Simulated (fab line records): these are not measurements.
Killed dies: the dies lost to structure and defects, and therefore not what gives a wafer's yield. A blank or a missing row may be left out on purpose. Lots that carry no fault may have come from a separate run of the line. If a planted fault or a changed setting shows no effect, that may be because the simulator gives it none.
Which of the tools did it? || flow n5Finfet || 30 wafers from 10 lots sampled at 5 of the route's 1938 steps

WHAT EACH GAUGE READ, for each wafer
N5_SDB_CD_MEAS_11: the cd target is 50 nm. Usual: 49.7 nm for cdNm, sd 1.1.
{"lot": "L629", "measured": "day 3 17:44", "on": "cdSem-02", "cdNm (nm)": "51.8 51.2 50.9", "flag": ""}
{"lot": "L630", "measured": "day 3 21:39", "on": "cdSem-02", "cdNm (nm)": "50.1 49.3 49.4", "flag": ""}
{"lot": "L634", "measured": "day 4 23:24", "on": "cdSem-02", "cdNm (nm)": "48.5 48.7 49.4", "flag": ""}
{"lot": "L636", "measured": "day 5 10:13", "on": "cdSem-03", "cdNm (nm)": "50.5 50.9 49.2", "flag": ""}
{"lot": "L638", "measured": "day 5 23:25", "on": "cdSem-02", "cdNm (nm)": "49.2 47.3 48.4", "flag": ""}
{"lot": "L639", "measured": "day 6 06:29", "on": "cdSem-01", "cdNm (nm)": "50.3 50.0 49.0", "flag": ""}
{"lot": "L641", "measured": "day 6 17:10", "on": "cdSem-01", "cdNm (nm)": "48.8 49.5 49.9", "flag": ""}
{"lot": "L647", "measured": "day 8 06:40", "on": "cdSem-02", "cdNm (nm)": "49.9 50.0 49.5", "flag": ""}
{"lot": "L648", "measured": "day 8 14:34", "on": "cdSem-03", "cdNm (nm)": "52.0 51.9 52.0", "flag": ""}
{"lot": "L651", "measured": "day 9 04:52", "on": "cdSem-03", "cdNm (nm)": "49.6 50.2 49.7", "flag": ""}

N5_SDB_INSPECT_13: inspects for defects (brightfield). Usual: 72 for rawDefectCount, sd 27.
{"lot": "L629", "measured": "day 3 17:47", "on": "defectInspect-01", "rawDefectCount": "44 56 57", "flag": ""}
{"lot": "L630", "measured": "day 3 21:42", "on": "defectInspect-01", "rawDefectCount": "51 45 37", "flag": ""}
{"lot": "L634", "measured": "day 4 23:27", "on": "defectInspect-02", "rawDefectCount": "51 75 63", "flag": ""}
{"lot": "L636", "measured": "day 5 10:16", "on": "defectInspect-02", "rawDefectCount": "31 79 63", "flag": ""}
{"lot": "L638", "measured": "day 5 23:28", "on": "defectInspect-02", "rawDefectCount": "115 61 85", "flag": ""}
{"lot": "L639", "measured": "day 6 06:32", "on": "defectInspect-02", "rawDefectCount": "34 70 60", "flag": ""}
{"lot": "L641", "measured": "day 6 17:13", "on": "defectInspect-02", "rawDefectCount": "117 144 47", "flag": ""}
{"lot": "L647", "measured": "day 8 06:43", "on": "defectInspect-02", "rawDefectCount": "146 76 78", "flag": ""}
{"lot": "L648", "measured": "day 8 14:37", "on": "defectInspect-01", "rawDefectCount": "28 45 48", "flag": ""}
{"lot": "L651", "measured": "day 9 04:55", "on": "defectInspect-02", "rawDefectCount": "69 60 60", "flag": ""}

N5_BEOL_M4_RC_MEAS_101. Usual: DIBL_N 35.7 mV/V, standard deviation 1.3; DIBL_P 36.0 mV/V, standard deviation 1.6; IOFF_N 0.154 nA/um, standard deviation 0.025; IOFF_P 0.21 nA/um, standard deviation 0.034; ION_N 675 uA/um, standard deviation 9.7; ION_P 465 uA/um, standard deviation 7.4; SS_N 71.3 mV/dec, standard deviation 0.55; SS_P 73.1 mV/dec, standard deviation 0.52; VT_N 250 mV, standard deviation 3; VT_P -249 mV, standard deviation 3.6.
{"lot": "L629", "measured": "day 7 23:34", "on": "prober-01", "DIBL_N (mV/V)": "37.3 35.8 37.5", "DIBL_P (mV/V)": "39.0 37.3 39.4", "IOFF_N (nA/um)": "0.199 0.157 0.190", "IOFF_P (nA/um)": "0.25 0.22 0.26", "ION_N (uA/um)": "697 682 674", "ION_P (uA/um)": "474 469 464", "SS_N (mV/dec)": "71.6 71.3 72.0", "SS_P (mV/dec)": "73.8 72.9 73.9", "VT_N (mV)": "244 247 244", "VT_P (mV)": "-248 -248 -248", "flag": ""}
{"lot": "L630", "measured": "day 8 07:26", "on": "prober-01", "DIBL_N (mV/V)": "33.9 33.9 33.6", "DIBL_P (mV/V)": "34.2 34.5 34.4", "IOFF_N (nA/um)": "0.125 0.125 0.123", "IOFF_P (nA/um)": "0.19 0.19 0.18", "ION_N (uA/um)": "661 667 663", "ION_P (uA/um)": "463 458 451", "SS_N (mV/dec)": "71.2 70.9 70.6", "SS_P (mV/dec)": "72.3 73.0 72.5", "VT_N (mV)": "254 254 254", "VT_P (mV)": "-249 -251 -253", "flag": ""}
{"lot": "L634", "measured": "day 9 03:46", "on": "prober-01", "DIBL_N (mV/V)": "36.2 37.3 35.7", "DIBL_P (mV/V)": "36.6 38.7 35.5", "IOFF_N (nA/um)": "0.185 0.213 0.158", "IOFF_P (nA/um)": "0.28 0.30 0.24", "ION_N (uA/um)": "690 704 682", "ION_P (uA/um)": "481 492 469", "SS_N (mV/dec)": "71.3 71.8 71.7", "SS_P (mV/dec)": "73.0 73.5 72.8", "VT_N (mV)": "244 244 248", "VT_P (mV)": "-242 -243 -245", "flag": ""}
{"lot": "L636", "measured": "day 9 22:26", "on": "prober-01", "DIBL_N (mV/V)": "34.2 35.7 34.2", "DIBL_P (mV/V)": "34.8 36.5 35.4", "IOFF_N (nA/um)": "0.125 0.151 0.129", "IOFF_P (nA/um)": "0.21 0.23 0.21", "ION_N (uA/um)": "667 676 662", "ION_P (uA/um)": "469 465 465", "SS_N (mV/dec)": "71.0 71.8 71.3", "SS_P (mV/dec)": "72.6 73.2 72.9", "VT_N (mV)": "251 251 254", "VT_P (mV)": "-248 -247 -247", "flag": ""}
{"lot": "L638", "measured": "day 10 02:07", "on": "prober-02", "DIBL_N (mV/V)": "35.9 34.7 34.6", "DIBL_P (mV/V)": "36.1 35.1 34.3", "IOFF_N (nA/um)": "0.152 0.137 0.133", "IOFF_P (nA/um)": "0.19 0.18 0.17", "ION_N (uA/um)": "666 676 672", "ION_P (uA/um)": "458 467 457", "SS_N (mV/dec)": "71.8 71.7 71.9", "SS_P (mV/dec)": "74.0 73.5 73.0", "VT_N (mV)": "250 250 252", "VT_P (mV)": "-253 -253 -257", "flag": ""}
{"lot": "L639", "measured": "day 10 14:38", "on": "prober-01", "DIBL_N (mV/V)": "34.9 36.1 35.3", "DIBL_P (mV/V)": "35.9 37.8 36.1", "IOFF_N (nA/um)": "0.144 0.166 0.151", "IOFF_P (nA/um)": "0.19 0.22 0.20", "ION_N (uA/um)": "673 676 668", "ION_P (uA/um)": "467 463 462", "SS_N (mV/dec)": "70.7 71.9 71.2", "SS_P (mV/dec)": "72.8 73.1 73.0", "VT_N (mV)": "250 250 250", "VT_P (mV)": "-250 -248 -247", "flag": ""}
{"lot": "L641", "measured": "day 10 20:22", "on": "prober-01", "DIBL_N (mV/V)": "35.5 37.2 36.6", "DIBL_P (mV/V)": "34.5 36.2 35.7", "IOFF_N (nA/um)": "0.131 0.157 0.153", "IOFF_P (nA/um)": "0.17 0.20 0.18", "ION_N (uA/um)": "669 670 685", "ION_P (uA/um)": "456 454 458", "SS_N (mV/dec)": "70.7 71.0 71.5", "SS_P (mV/dec)": "74.0 73.5 74.0", "VT_N (mV)": "254 250 249", "VT_P (mV)": "-256 -255 -255", "flag": ""}
{"lot": "L647", "measured": "day 12 10:03", "on": "prober-02", "DIBL_N (mV/V)": "37.0 35.8 35.2", "DIBL_P (mV/V)": "38.2 36.5 35.7", "IOFF_N (nA/um)": "0.190 0.169 0.152", "IOFF_P (nA/um)": "0.27 0.25 0.23", "ION_N (uA/um)": "680 686 666", "ION_P (uA/um)": "468 471 465", "SS_N (mV/dec)": "71.3 71.2 71.1", "SS_P (mV/dec)": "73.7 73.7 73.1", "VT_N (mV)": "247 247 248", "VT_P (mV)": "-244 -244 -246", "flag": ""}
{"lot": "L648", "measured": "day 12 22:46", "on": "prober-02", "DIBL_N (mV/V)": "36.7 35.3 38.0", "DIBL_P (mV/V)": "37.0 35.0 37.8", "IOFF_N (nA/um)": "0.177 0.153 0.212", "IOFF_P (nA/um)": "0.22 0.19 0.23", "ION_N (uA/um)": "680 665 674", "ION_P (uA/um)": "462 452 455", "SS_N (mV/dec)": "71.6 71.6 72.3", "SS_P (mV/dec)": "74.1 72.9 74.4", "VT_N (mV)": "248 251 246", "VT_P (mV)": "-251 -253 -250", "flag": ""}
{"lot": "L651", "measured": "day 13 16:16", "on": "prober-01", "DIBL_N (mV/V)": "35.1 36.5 37.9", "DIBL_P (mV/V)": "33.1 34.6 36.6", "IOFF_N (nA/um)": "0.124 0.139 0.169", "IOFF_P (nA/um)": "0.19 0.22 0.24", "ION_N (uA/um)": "674 666 680", "ION_P (uA/um)": "470 469 476", "SS_N (mV/dec)": "70.4 71.8 71.0", "SS_P (mV/dec)": "71.9 71.9 73.1", "VT_N (mV)": "252 251 245", "VT_P (mV)": "-249 -246 -246", "flag": ""}

TOOL THAT RAN EACH LOT (tool first, then ch and the chambers of the sampled wafers, then the start)
{"lot": "L629", "N5_SDB_CMP_30": "cmp-04 ch 1,2,3, day 3 21:47", "N5_DUMMY_REMOVAL_HM_STRIP_01": "rieDiel-02 ch 0,1,3, day 3 22:08"}
{"lot": "L630", "N5_SDB_CMP_30": "cmp-04 ch 0,2,3, day 4 01:46", "N5_DUMMY_REMOVAL_HM_STRIP_01": "rieDiel-05 ch 0,1,3, day 4 02:02"}
{"lot": "L634", "N5_SDB_CMP_30": "cmp-03 ch 0,1,3, day 5 03:10", "N5_DUMMY_REMOVAL_HM_STRIP_01": "rieDiel-02 ch 0,1,2, day 5 03:41"}
{"lot": "L636", "N5_SDB_CMP_30": "cmp-03 ch 0,1,2, day 5 14:10", "N5_DUMMY_REMOVAL_HM_STRIP_01": "rieDiel-06 ch 0,1,3, day 5 14:29"}
{"lot": "L638", "N5_SDB_CMP_30": "cmp-04 ch 0,1,3, day 6 04:18", "N5_DUMMY_REMOVAL_HM_STRIP_01": "rieDiel-02 ch 0,1,3, day 6 04:47"}
{"lot": "L639", "N5_SDB_CMP_30": "cmp-03 ch 0,3, day 6 14:03", "N5_DUMMY_REMOVAL_HM_STRIP_01": "rieDiel-02 ch 0,1, day 6 14:22"}
{"lot": "L641", "N5_SDB_CMP_30": "cmp-04 ch 0,2,3, day 6 20:47", "N5_DUMMY_REMOVAL_HM_STRIP_01": "rieDiel-02 ch 1,3, day 6 21:08"}
{"lot": "L647", "N5_SDB_CMP_30": "cmp-04 ch 0,2,3, day 8 11:12", "N5_DUMMY_REMOVAL_HM_STRIP_01": "rieDiel-02 ch 0,1,2, day 8 11:29"}
{"lot": "L648", "N5_SDB_CMP_30": "cmp-01 ch 1,2,3, day 8 19:26", "N5_DUMMY_REMOVAL_HM_STRIP_01": "rieDiel-02 ch 0,1, day 8 19:45"}
{"lot": "L651", "N5_SDB_CMP_30": "cmp-01 ch 2,3, day 9 08:40", "N5_DUMMY_REMOVAL_HM_STRIP_01": "rieDiel-06 ch 0,2, day 9 09:01"}
- N5_SDB_CMP_30: polishes, stops on poly-Si, t overpolish 1.54 s, target thk 30 nm.
- N5_DUMMY_REMOVAL_HM_STRIP_01: strips SiNx in CH3F/O2, stops on poly-Si, target depth 4 nm, time 6.8 s.

WHAT THE TOOLS THEMSELVES READ (means of the sampled wafers that have a number; where no wafer has one, the mark that the record gives instead)
N5_SDB_CMP_30. Usual: motorCurrentA 12.4 A, standard deviation 1.3; overpolishRunS 1.539 s, standard deviation 0.0096; platenRpm 51.80 rpm, standard deviation 0.031; timeToEndpointS 17.2 s, standard deviation 2.3.
{"lot": "L629", "tool": "cmp-04", "motorCurrentA (A)": 12.8, "overpolishRunS (s)": 1.546, "platenRpm (rpm)": 51.79, "timeToEndpointS (s)": 17.7, "flag": ""}
{"lot": "L630", "tool": "cmp-04", "motorCurrentA (A)": 13.2, "overpolishRunS (s)": 1.540, "platenRpm (rpm)": 51.81, "timeToEndpointS (s)": 19.5, "flag": ""}
{"lot": "L634", "tool": "cmp-03", "motorCurrentA (A)": 11.0, "overpolishRunS (s)": 1.551, "platenRpm (rpm)": 51.82, "timeToEndpointS (s)": 16.4, "flag": ""}
{"lot": "L636", "tool": "cmp-03", "motorCurrentA (A)": 11.3, "overpolishRunS (s)": 1.537, "platenRpm (rpm)": 51.80, "timeToEndpointS (s)": 17.1, "flag": ""}
{"lot": "L638", "tool": "cmp-04", "motorCurrentA (A)": 13.3, "overpolishRunS (s)": 1.537, "platenRpm (rpm)": 51.80, "timeToEndpointS (s)": 15.5, "flag": ""}
{"lot": "L639", "tool": "cmp-03", "motorCurrentA (A)": 11.3, "overpolishRunS (s)": 1.534, "platenRpm (rpm)": 51.79, "timeToEndpointS (s)": 17.5, "flag": ""}
{"lot": "L641", "tool": "cmp-04", "motorCurrentA (A)": 13.5, "overpolishRunS (s)": 1.541, "platenRpm (rpm)": 49.72, "timeToEndpointS (s)": 17.1, "flag": "OFF"}
{"lot": "L647", "tool": "cmp-04", "motorCurrentA (A)": 13.4, "overpolishRunS (s)": 1.538, "platenRpm (rpm)": 49.73, "timeToEndpointS (s)": 20.1, "flag": "OFF"}
{"lot": "L648", "tool": "cmp-01", "motorCurrentA (A)": 13.3, "overpolishRunS (s)": 1.547, "platenRpm (rpm)": 51.78, "timeToEndpointS (s)": 18.8, "flag": ""}
{"lot": "L651", "tool": "cmp-01", "motorCurrentA (A)": 14.3, "overpolishRunS (s)": 1.538, "platenRpm (rpm)": 51.82, "timeToEndpointS (s)": 16.9, "flag": ""}

N5_DUMMY_REMOVAL_HM_STRIP_01. Usual: drypumpMotorCurrentA 5.7 A, standard deviation 0.45; oesProductAu 0.62 a.u., standard deviation 0.052; rfVppV 127.6 V, standard deviation 1.1; showerheadPlenumPTorr 2.02 Torr, standard deviation 0.08; throttleValvePct 16.44 %, standard deviation 0.15.
{"lot": "L629", "tool": "rieDiel-02", "drypumpMotorCurrentA (A)": 5.9, "oesProductAu (a.u.)": 0.60, "rfVppV (V)": 127.3, "showerheadPlenumPTorr (Torr)": 1.96, "throttleValvePct (%)": 16.33, "flag": ""}
{"lot": "L630", "tool": "rieDiel-05", "drypumpMotorCurrentA (A)": 6.1, "oesProductAu (a.u.)": 0.64, "rfVppV (V)": 127.5, "showerheadPlenumPTorr (Torr)": 2.01, "throttleValvePct (%)": 16.50, "flag": ""}
{"lot": "L634", "tool": "rieDiel-02", "drypumpMotorCurrentA (A)": 5.7, "oesProductAu (a.u.)": 0.62, "rfVppV (V)": 126.8, "showerheadPlenumPTorr (Torr)": 2.03, "throttleValvePct (%)": 16.35, "flag": ""}
{"lot": "L636", "tool": "rieDiel-06", "drypumpMotorCurrentA (A)": 5.3, "oesProductAu (a.u.)": 0.65, "rfVppV (V)": 128.5, "showerheadPlenumPTorr (Torr)": 2.04, "throttleValvePct (%)": 16.47, "flag": ""}
{"lot": "L638", "tool": "rieDiel-02", "drypumpMotorCurrentA (A)": 6.0, "oesProductAu (a.u.)": 0.59, "rfVppV (V)": 127.7, "showerheadPlenumPTorr (Torr)": 1.96, "throttleValvePct (%)": 16.36, "flag": ""}
{"lot": "L639", "tool": "rieDiel-02", "drypumpMotorCurrentA (A)": 5.7, "oesProductAu (a.u.)": 0.61, "rfVppV (V)": 128.0, "showerheadPlenumPTorr (Torr)": 2.02, "throttleValvePct (%)": 16.30, "flag": ""}
{"lot": "L641", "tool": "rieDiel-02", "drypumpMotorCurrentA (A)": 6.0, "oesProductAu (a.u.)": 0.58, "rfVppV (V)": 126.0, "showerheadPlenumPTorr (Torr)": 1.95, "throttleValvePct (%)": 16.35, "flag": ""}
{"lot": "L647", "tool": "rieDiel-02", "drypumpMotorCurrentA (A)": 5.6, "oesProductAu (a.u.)": 0.60, "rfVppV (V)": 127.5, "showerheadPlenumPTorr (Torr)": 2.02, "throttleValvePct (%)": 16.40, "flag": ""}
{"lot": "L648", "tool": "rieDiel-02", "drypumpMotorCurrentA (A)": 5.7, "oesProductAu (a.u.)": 0.60, "rfVppV (V)": 127.5, "showerheadPlenumPTorr (Torr)": 2.01, "throttleValvePct (%)": 16.34, "flag": ""}
{"lot": "L651", "tool": "rieDiel-06", "drypumpMotorCurrentA (A)": 5.6, "oesProductAu (a.u.)": 0.61, "rfVppV (V)": 128.6, "showerheadPlenumPTorr (Torr)": 2.05, "throttleValvePct (%)": 16.47, "flag": ""}

THE ANSWER, worked out from the rows above alone
Rule: a lot is off if the mean of its wafers that have a number lies more than 3 standard deviations from the usual mean. A lot without any number at a reading at which 4 lots or more have one is off too. Where the step has rows for the other lots, those lots are counted as sound. The gauges are gone through in route order, then the tools' own readings, and for those a lot's mean is taken as printed above. At the first step where some lot is off, the reading lying furthest off is the one used; lots without a number count as furthest.
Off, at N5_SDB_CMP_30 on platenRpm: L641, L647.
A tool fits if, at that step or a process step before it, it ran every lot that is off, and no sound lot after the first of them. One fits: N5_SDB_CMP_30 on cmp-04. Its last sound lot is L638 (day 6 04:18), its first lot that is off L641 (day 6 20:47): a fault that began between those two fits.
On the lots that are off, the tool's own readings at N5_SDB_CMP_30 differ by more than 5 times the standard deviation of the sound lots' means, which bears it out; platenRpm reads 49.72 rpm there versus 51.80 rpm on the sound lots.

WHAT WAS PUT IN BY THE SIMULATOR
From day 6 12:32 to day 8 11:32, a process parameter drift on cmp-04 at N5_SDB_CMP_30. From 51.796, the setting platenRpm moved by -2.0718. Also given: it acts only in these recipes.
Shown lots that were struck: L641, L647. The rule given above showed the same thing.
